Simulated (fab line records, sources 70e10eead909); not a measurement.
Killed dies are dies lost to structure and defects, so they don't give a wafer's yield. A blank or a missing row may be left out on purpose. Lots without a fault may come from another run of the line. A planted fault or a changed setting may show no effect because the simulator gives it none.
fab line records | flow nand_harc
record lots=6 wafers=18 last_day=24
route steps=1159 shown A_M0@997 END@1159
lots that met no fault: from a run of the same line without faults
start_h: hours from the record's first day to the start of the lot's first wafer shown | wait_h: hours since the lot's step before | " the same as in the row above | L1.1+2: a row that stands for several wafers | - no value, or no start given | * or withheld: withheld | < > ~ a bound
route shown NAME@n: a module of which the file shows steps, and the number in the route of the first | usual: mean/standard deviation of fault-free wafers | same: alike in all rows | chamber/n: place in a boat | sites: the reading at each site | _std_site: their standard deviation | _edge_site: outer sites' mean less inner sites' | radius_mm: how far each site lies from the wafer's centre | mask NAME#n: copy n | behind: the tool/chamber that last shaped the wafer | hold: why the lot was held/for how many hours/how that ended | device: the transistor (n, p or np) that didn't switch | end of line: the same wafers' tests at the end of the route | a step without rows: its recipe alone | killed: dies lost to structure and defects at the first sort, not the wafer's yield | map: a wafer's dies, x killed, . not, _ none there
set.NAME: the setting as run; set.NAME@STEP: as run at that earlier step | model.NAME: the simulator's own value behind a step, which no gauge read
lots at some steps of the route; a table a step, a row a wafer
services: from which hour (start_h, from the record's first day; less than 0 if before it) a tool's chamber was out of use, for how many hours, and why
## steps
# step NHARC_A_M0_COAT_33
# recipe temp_c=200 time_s=65
# step NHARC_A_M0_COAT_03
# recipe spin_rpm=1500 resist_thk_nm=90
# step NHARC_A_M0_SOFTBAKE_04
# recipe temp_c=105 time_s=55
# step NHARC_A_M0_EBR_05
# step NHARC_A_M0_EXPOSE_06
# recipe na=1.35 target_cd_nm=80 dose_mj=83.25 mask_id=A_M0
# step NHARC_A_M0_PEB_07
# recipe peb_temp_c=100 peb_time_s=65
# step NHARC_A_M0_DEVELOP_08
# recipe develop_time_s=35 dev_temp_c=23
# step NHARC_A_M0_CD_MEAS_09
# recipe target_cd_nm=80 landing_energy_ev=500
# usual cd_nm=80.0/1.1
# columns lot.wafer tool chamber start_h wait_h cd_nm
L181.1 cd_sem-01 0 443.47 - 80.4
L181.3 " 0 " " 81.8
L181.4 " 0 " " 79.7
L185.2 cd_sem-03 0 470.87 - 81.0
L185.4 " 0 " " 80.4
L185.5 " 0 " " 80.8
L187.3 cd_sem-01 0 472.02 - 81.1
L187.5 " 0 " " 80.9
L187.6 " 0 " " 81.9
L192.1 cd_sem-02 0 510.03 - 78.5
L192.5 " 0 " " 78.6
L192.6 " 0 " " 79.1
L196.1 cd_sem-01 0 517.39 - 81.4
L196.3 " 0 " " 81.5
L196.6 " 0 " " 82.9
L194.1 cd_sem-01 0 520.39 - 80.3
L194.4 " 0 " " 79.6
L194.6 " 0 " " 80.4
# step NHARC_A_M0_OVL_MEAS_10
# recipe pitch_nm=160
# usual overlay_x_nm=-0.3/1.1 overlay_y_nm=0.0/0.84
# columns lot.wafer tool chamber start_h wait_h overlay_x_nm overlay_y_nm
L181.1 overlay-01 - 443.55 - -1.4 1.1
L181.3 " - " " -1.5 0.9
L181.4 " - " " -1.8 0.8
L185.2 overlay-02 - 470.96 - -2.2 -0.1
L185.4 " - " " -2.0 0.5
L185.5 " - " " -2.1 0.4
L187.3 overlay-02 - 472.11 - 0.7 0.4
L187.5 " - " " 0.7 0.3
L187.6 " - " " 0.5 0.5
L192.1 overlay-02 - 510.12 - 0.1 -1.3
L192.5 " - " " 0.4 -1.2
L192.6 " - " " 0.2 -1.2
L196.1 overlay-01 - 517.48 - 0.4 -0.7
L196.3 " - " " 0.4 -0.4
L196.6 " - " " -0.5 -1.2
L194.1 overlay-02 - 520.48 - 0.3 -0.5
L194.4 " - " " 0.8 -0.8
L194.6 " - " " 0.2 -0.9
# step NHARC_A_M0_INSPECT_11
# usual raw_defect_count=29/13
# columns lot.wafer tool chamber start_h wait_h raw_defect_count
L181.1 defect_inspect-01 - 443.59 0.0 16
L181.3 " - " " 18
L181.4 " - " " 20
L185.2 defect_inspect-02 - 470.99 0.0 14
L185.4 " - " " 10
L185.5 " - " " 15
L187.3 defect_inspect-02 - 472.15 0.0 32
L187.5 " - " " 51
L187.6 " - " " 34
L192.1 defect_inspect-02 - 510.15 0.0 50
L192.5 " - " " 47
L192.6 " - " " 52
L196.1 defect_inspect-02 - 517.52 0.0 46
L196.3 " - " " 35
L196.6 " - " " 65
L194.1 defect_inspect-02 - 520.52 0.0 17
L194.4 " - " " 24
L194.6 " - " " 33
# step NHARC_A_M0_DESCUM_14
# recipe time_s=3 o2_flow_sccm=200 ar_flow_sccm=0 bias_power_w=0 chemistry=O2
# usual drypump_motor_current_A=5.5/0.4 o2_flow_sccm=200.1/0.52 oes_product_au=1.002/0.018 rf_vpp_V=57.8/0.83 showerhead_plenum_p_Torr=1.92/0.064 throttle_valve_pct=11.312/0.0087
# columns lot.wafer tool chamber start_h wait_h drypump_motor_current_A o2_flow_sccm oes_product_au rf_hours_counter_h rf_vpp_V showerhead_plenum_p_Torr throttle_valve_pct
L181.1 rie_diel-04 2 443.66 0.1 5.2 200.2 0.996 10 58.9 1.87 11.317
L181.4 " 3 " " 5.8 199.5 1.000 10 58.5 1.95 11.319
L181.3 " 0 " " 5.5 199.7 1.026 9 58.0 1.90 11.331
L185.4 rie_diel-12 1 471.05 0.1 6.2 199.6 1.030 5 58.3 1.92 11.302
L185.2 " 0 " " 5.1 199.4 1.026 6 59.1 2.03 11.329
L185.5 " 2 " " 5.1 200.2 1.012 - 57.3 1.86 11.310
L187.3 rie_diel-10 3 472.22 0.1 5.3 200.2 1.029 10 58.2 1.85 11.310
L187.6 " 2 " " 4.9 201.1 1.005 - 57.4 2.06 11.320
L187.5 " 3 " " 5.3 200.2 1.030 - 57.3 1.85 11.319
L192.1 rie_diel-12 2 510.23 0.1 5.1 199.8 0.998 7 58.3 1.86 11.322
L192.6 " 0 " " 5.1 200.6 1.031 - 58.8 2.03 11.313
L192.5 " 1 " " 6.2 200.2 1.028 - 57.9 1.91 11.311
L196.1 rie_diel-04 3 517.58 0.1 5.8 200.7 0.979 3 59.8 1.94 11.311
L196.3 " 2 " " 5.2 200.2 0.987 2 56.6 1.87 11.308
L196.6 " 3 " " 5.8 200.6 0.970 - 56.7 1.94 11.319
L194.4 rie_diel-10 3 520.60 0.1 5.3 200.5 1.020 13 57.5 1.85 11.323
L194.1 " 0 " " 5.6 200.4 0.992 14 57.6 1.90 11.312
L194.6 " 1 " " 5.4 200.3 0.991 - 57.3 1.87 11.320
# step NHARC_A_M0_ETCH_34
# recipe target_depth_a=400 overetch_a=120 time_s=43.94 ion_energy_ev=200 n2_flow_sccm=150 h2_flow_sccm=150 ar_flow_sccm=0 rf_w=400 bias_w=150 chemistry=N2/H2
# usual bias_w=150.0/0.41 chamber_pressure_mTorr=30.00/0.035 drypump_motor_current_A=5.5/0.4 oes_product_au=0.999/0.018 rf_vpp_V=430.6/2 showerhead_plenum_p_Torr=2.04/0.068 throttle_valve_pct=14.173/0.0098
# columns lot.wafer tool chamber start_h wait_h bias_w chamber_pressure_mTorr drypump_motor_current_A oes_product_au rf_hours_counter_h rf_vpp_V showerhead_plenum_p_Torr throttle_valve_pct
L181.4 rie_diel-04 1 443.74 0.1 149.9 30.03 6.1 0.991 11 430.8 2.02 14.175
L181.3 " 3 " " 149.3 30.03 5.8 1.002 10 430.0 2.08 14.180
L181.1 " 0 " " 150.4 30.03 5.6 1.023 9 430.9 2.02 14.171
L185.2 rie_diel-12 0 471.14 0.1 150.3 29.98 5.1 1.024 6 433.1 2.17 14.187
L185.4 " 1 " " 149.8 30.03 6.2 1.016 5 430.7 2.04 14.172
L185.5 " 1 " " 149.6 30.04 6.2 1.019 - 430.2 2.04 14.173
L187.3 rie_diel-10 2 472.29 0.1 149.7 30.02 5.0 1.001 9 434.5 2.20 14.181
L187.6 " 2 " " 149.6 30.01 4.9 1.007 - 435.0 2.20 14.169
L187.5 " 3 " " 149.3 30.03 5.3 1.021 - 429.3 1.97 14.173
L192.1 rie_diel-12 0 510.30 0.1 149.8 29.98 5.1 1.034 8 433.1 2.17 14.170
L192.6 " 0 " " 149.8 29.97 5.1 1.036 - 433.9 2.17 14.174
L192.5 " 1 " " 150.5 29.95 6.2 1.018 - 430.9 2.04 14.188
L196.3 rie_diel-04 2 517.67 0.1 150.3 30.00 5.2 0.991 2 429.9 1.99 14.163
L196.1 " 0 " " 149.2 29.98 5.6 1.004 3 429.7 2.02 14.183
L196.6 " 3 " " 149.5 30.02 5.8 0.973 - 431.1 2.07 14.182
L194.1 rie_diel-10 0 520.67 0.1 150.0 29.92 5.6 0.981 14 429.9 2.02 14.166
L194.4 " 1 " " 150.3 30.01 5.4 1.002 13 430.1 2.00 14.177
L194.6 " 3 " " 150.5 30.01 5.3 1.019 - 429.0 1.97 14.172
# step NHARC_A_M0_ETCH_15
# recipe target_depth_a=1500 overetch_a=150 time_s=82.5 c4f8_flow_sccm=withheld ar_flow_sccm=400 rf_w=600 bias_w=300 chemistry=C4F8/Ar
# usual bias_w=300.0/0.93 chamber_pressure_mTorr=25.001/0.023 oes_product_au=0.945/0.024 rf_vpp_V=440.9/2
# columns lot.wafer tool chamber start_h wait_h bias_w chamber_pressure_mTorr oes_product_au rf_hours_counter_h rf_vpp_V
L181.1 rie_diel-04 0 443.83 - 300.0 25.019 0.991 9 438.7
L181.3 " 2 " " 299.1 25.014 0.956 10 439.4
L181.4 " 3 " " 300.8 25.002 0.966 10 440.4
L185.2 rie_diel-12 0 471.22 - - - - - -
L185.4 " 2 " " - - - - -
L185.5 " 0 " " - - - - -
L187.3 rie_diel-10 0 472.40 - - - - - -
L187.6 " 1 " " - - - - -
L187.5 " 2 " " - - - - -
L192.1 rie_diel-12 0 510.39 - 298.9 25.016 0.950 8 444.4
L192.6 " 3 " " 298.6 24.996 0.905 - 439.2
L192.5 " 0 " " 301.2 24.997 0.949 - 442.8
L196.1 rie_diel-04 3 517.77 - 298.4 25.028 0.940 3 441.2
L196.3 " 0 " " 300.0 25.034 0.968 3 440.4
L196.6 " 2 " " 300.5 25.019 0.967 - 440.5
L194.1 rie_diel-10 2 520.76 - 300.3 24.981 0.965 12 445.2
L194.4 " 0 " " 300.3 25.022 0.965 14 439.7
L194.6 " 1 " " 300.4 24.990 0.943 - 439.0
# step NHARC_A_M0_CD_MEAS_16
# usual cd_nm=80.0/1.2
# columns lot.wafer tool chamber start_h wait_h cd_nm
L181.1 cd_sem-01 - 443.97 - 81.6
L181.3 " - " " 82.3
L181.4 " - " " 79.9
L185.2 cd_sem-01 - 471.35 - 80.9
L185.4 " - " " 80.4
L185.5 " - " " 81.0
L187.3 cd_sem-02 - 472.51 - 81.7
L187.5 " - " " 81.0
L187.6 " - " " 82.1
L192.1 cd_sem-03 - 510.51 - 78.4
L192.5 " - " " 78.6
L192.6 " - " " 77.7
L196.1 cd_sem-01 - 517.88 - 80.9
L196.3 " - " " 81.9
L196.6 " - " " 81.9
L194.1 cd_sem-01 - 520.88 - 80.8
L194.4 " - " " 80.4
L194.6 " - " " 80.5
# step NHARC_END_SORT_01
# recipe temp_c=25
# usual defect_limited_yield=95.4/1.5 killed_at_array=27/9.9 killed_at_other=0.5/0.76 killed_at_periphery=3.4/2.2 killed_dies=31/10 killed_open=3.3/2 killed_short=2.0/1.5 sort_bin_2_pct=1.5/0.64 sort_bin_3_pct=0.21/0.2 sort_bin_4_pct=2.9/0.97 sort_n_pass=646/10 sort_rim_yield_pct=96.9/2 sort_yield_pct=95.4/1.5
# same gross_dies=677 sort_bin_5_pct[%]=0 sort_bin_6_pct[%]=0 sort_bin_7_pct[%]=0 sort_bin_8_pct[%]=0 sort_rim_n_gross=106.00
# columns lot.wafer tool chamber start_h wait_h defect_limited_yield[%] killed_at_array killed_at_other killed_at_periphery killed_dies killed_open killed_short sort_bin_2_pct[%] sort_bin_3_pct[%] sort_bin_4_pct[%] sort_n_pass sort_rim_yield_pct[%] sort_yield_pct[%]
L185.2 prober-01 0 518.31 2.8 0 676 0 1 677 2 3 99.3 0 0.7 0 0 0
L185.4 prober-01 0 519.91 3.4 0 675 1 1 677 4 1 98.8 0.15 1.0 0 0 0
L185.5 prober-01 0 520.72 3.7 0 675 0 2 677 6 4 97.3 0.15 2.5 0 0 0
L187.3 prober-02 0 519.14 3.1 0 672 0 5 677 4 2 96.2 0.15 3.7 0 0 0
L187.5 prober-02 0 520.74 3.7 0 674 0 3 677 1 3 95.7 0.89 3.4 0 0 0
L187.6 prober-02 0 521.54 4.0 0 677 0 0 677 1 2 96.3 0.15 3.5 0 0 0
# killed by level:class
L185.2 A_M0:area_etch=663 A_CONTACT:chamber_film_flake=3 A_CHANNEL_FILL_D1:geometric_particle:short=2 A_STAIRCASE:chamber_film_flake=2 P_M0:geometric_particle:open=1 A_ONON_D1:geometric_particle:short=1 A_CONTACT:geometric_particle:open=1 A_CHANNEL_HOLE_D1:chamber_film_flake=1
L187.3 A_M0:area_etch=641 A_CHANNEL_HOLE_D1:chamber_film_flake=23 A_CONTACT:chamber_film_flake=4 P_GATE:chamber_film_flake=2 P_STI:geometric_particle:short=1 P_M0:geometric_particle:short=1 P_M0:geometric_particle:open=1 A_SLIT:geometric_particle:open=1
L185.4 A_M0:area_etch=665 A_CHANNEL_HOLE_D1:chamber_film_flake=3 A_M0:geometric_particle:open=2 P_CONTACT:geometric_particle:open=1 A_WL_FILL:geometric_particle:open=1 A_M0:geometric_particle:short=1 A_ZERO_WELL:chamber_film_flake=1 A_SLIT:chamber_film_flake=1
L185.5 A_M0:area_etch=653 A_CHANNEL_HOLE_D1:chamber_film_flake=7 A_CHANNEL_FILL_D1:chamber_film_flake=4 A_SOURCE_PLATE:geometric_particle:open=2 A_CHANNEL_FILL_D1:geometric_particle:short=2 A_CHANNEL_FILL_D1:geometric_particle:open=2 A_STAIRCASE:chamber_film_flake=2 P_STI:geometric_particle:open=1
L187.5 A_M0:area_etch=634 A_CHANNEL_HOLE_D1:chamber_film_flake=27 A_CONTACT:chamber_film_flake=6 P_GATE:chamber_film_flake=2 A_STAIRCASE:chamber_film_flake=2 A_CHANNEL_FILL_D1:geometric_particle:short=1 A_WL_FILL:geometric_particle:short=1 A_CONTACT:geometric_particle:short=1
L187.6 A_M0:area_etch=643 A_CHANNEL_HOLE_D1:chamber_film_flake=21 A_CONTACT:chamber_film_flake=8 A_STAIRCASE:chamber_film_flake=2 A_ONON_D1:geometric_particle:open=1 A_SGD_CUT:geometric_particle:short=1 A_M1:geometric_particle:short=1
# map L185.2 (x killed, . not)
____________x____________
_________xxxxxxx_________
_______xxxxxxxxxxx_______
______xxxxxxxxxxxxx______
_____xxxxxxxxxxxxxxx_____
____xxxxxxxxxxxxxxxxx____
____xxxxxxxxxxxxxxxxx____
___xxxxxxxxxxxxxxxxxxx___
___xxxxxxxxxxxxxxxxxxx___
__xxxxxxxxxxxxxxxxxxxxx__
__xxxxxxxxxxxxxxxxxxxxx__
_xxxxxxxxxxxxxxxxxxxxxxx_
_xxxxxxxxxxxxxxxxxxxxxxx_
_xxxxxxxxxxxxxxxxxxxxxxx_
_xxxxxxxxxxxxxxxxxxxxxxx_
_xxxxxxxxxxxxxxxxxxxxxxx_
xxxxxxxxxxxxxxxxxxxxxxxxx
xxxxxxxxxxxxxxxxxxxxxxxxx
xxxxxxxxxxxxxxxxxxxxxxxxx
xxxxxxxxxxxxxxxxxxxxxxxxx
xxxxxxxxxxxxxxxxxxxxxxxxx
_xxxxxxxxxxxxxxxxxxxxxxx_
_xxxxxxxxxxxxxxxxxxxxxxx_
_xxxxxxxxxxxxxxxxxxxxxxx_
_xxxxxxxxxxxxxxxxxxxxxxx_
_xxxxxxxxxxxxxxxxxxxxxxx_
__xxxxxxxxxxxxxxxxxxxxx__
__xxxxxxxxxxxxxxxxxxxxx__
___xxxxxxxxxxxxxxxxxxx___
___xxxxxxxxxxxxxxxxxxx___
____xxxxxxxxxxxxxxxxx____
____xxxxxxxxxxxxxxxxx____
_____xxxxxxxxxxxxxxx_____
______xxxxxxxxxxxxx______
_______xxxxxxxxxxx_______
_________xxxxxxx_________
____________x____________
# map L187.3 (x killed, . not)
____________x____________
_________xxxxxxx_________
_______xxxxxxxxxxx_______
______xxxxxxxxxxxxx______
_____xxxxxxxxxxxxxxx_____
____xxxxxxxxxxxxxxxxx____
____xxxxxxxxxxxxxxxxx____
___xxxxxxxxxxxxxxxxxxx___
___xxxxxxxxxxxxxxxxxxx___
__xxxxxxxxxxxxxxxxxxxxx__
__xxxxxxxxxxxxxxxxxxxxx__
_xxxxxxxxxxxxxxxxxxxxxxx_
_xxxxxxxxxxxxxxxxxxxxxxx_
_xxxxxxxxxxxxxxxxxxxxxxx_
_xxxxxxxxxxxxxxxxxxxxxxx_
_xxxxxxxxxxxxxxxxxxxxxxx_
xxxxxxxxxxxxxxxxxxxxxxxxx
xxxxxxxxxxxxxxxxxxxxxxxxx
xxxxxxxxxxxxxxxxxxxxxxxxx
xxxxxxxxxxxxxxxxxxxxxxxxx
xxxxxxxxxxxxxxxxxxxxxxxxx
_xxxxxxxxxxxxxxxxxxxxxxx_
_xxxxxxxxxxxxxxxxxxxxxxx_
_xxxxxxxxxxxxxxxxxxxxxxx_
_xxxxxxxxxxxxxxxxxxxxxxx_
_xxxxxxxxxxxxxxxxxxxxxxx_
__xxxxxxxxxxxxxxxxxxxxx__
__xxxxxxxxxxxxxxxxxxxxx__
___xxxxxxxxxxxxxxxxxxx___
___xxxxxxxxxxxxxxxxxxx___
____xxxxxxxxxxxxxxxxx____
____xxxxxxxxxxxxxxxxx____
_____xxxxxxxxxxxxxxx_____
______xxxxxxxxxxxxx______
_______xxxxxxxxxxx_______
_________xxxxxxx_________
____________x____________
## services
# columns tool chamber start_h hours kind
rie_diel-04 0 420.43 - clean
rie_diel-04 1 420.43 - clean
rie_diel-04 2 420.43 - clean
rie_diel-04 3 420.43 - clean
rie_diel-10 0 436.10 - clean
rie_diel-10 1 436.10 - clean
rie_diel-10 2 436.10 - clean
rie_diel-10 3 436.10 - clean
rie_diel-12 0 437.40 - clean
rie_diel-12 1 437.40 - clean
rie_diel-12 2 437.40 - clean
rie_diel-12 3 437.40 - clean
rie_diel-04 0 444.93 - clean
rie_diel-04 1 444.93 - clean
rie_diel-04 2 444.93 - clean
rie_diel-04 3 444.93 - clean
rie_diel-10 0 460.60 - clean
rie_diel-10 1 460.60 - clean
rie_diel-10 2 460.60 - clean
rie_diel-10 3 460.60 - clean
rie_diel-04 2 463.18 8.2 repair
rie_diel-04 - 465.90 9.0 pm
rie_diel-12 2 485.23 5.3 repair
rie_diel-04 2 489.09 6.6 repair
## key
first_sign step=NHARC_A_M0_ETCH_15 reading=tool_record direction=missing
effect step=NHARC_END_SORT_01 reading=sort_bin_2_pct direction=up sigmas=99+ usual=1.5 struck=97.3
more_kills_born_at NHARC_A_M0_ETCH_15@rie_diel-12=1981 NHARC_A_M0_ETCH_15@rie_diel-10=1918
met_at NHARC_A_M0_ETCH_15
struck_wafers L185.2,L185.4,L185.5,L187.3,L187.5,L187.6
later_rows_left_out L185.2,L185.4,L185.5,L187.3,L187.5,L187.6
fault kind=skipped_step_whole tool=rie_diel-10,rie_diel-12 chamber=- onset_h=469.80 steps=NHARC_A_M0_ETCH_15 scope=struck_lots_only
# later_rows_left_out: the simulator's readings of these wafers behind a module that went badly wrong aren't trusted and aren't shown, but for the sort
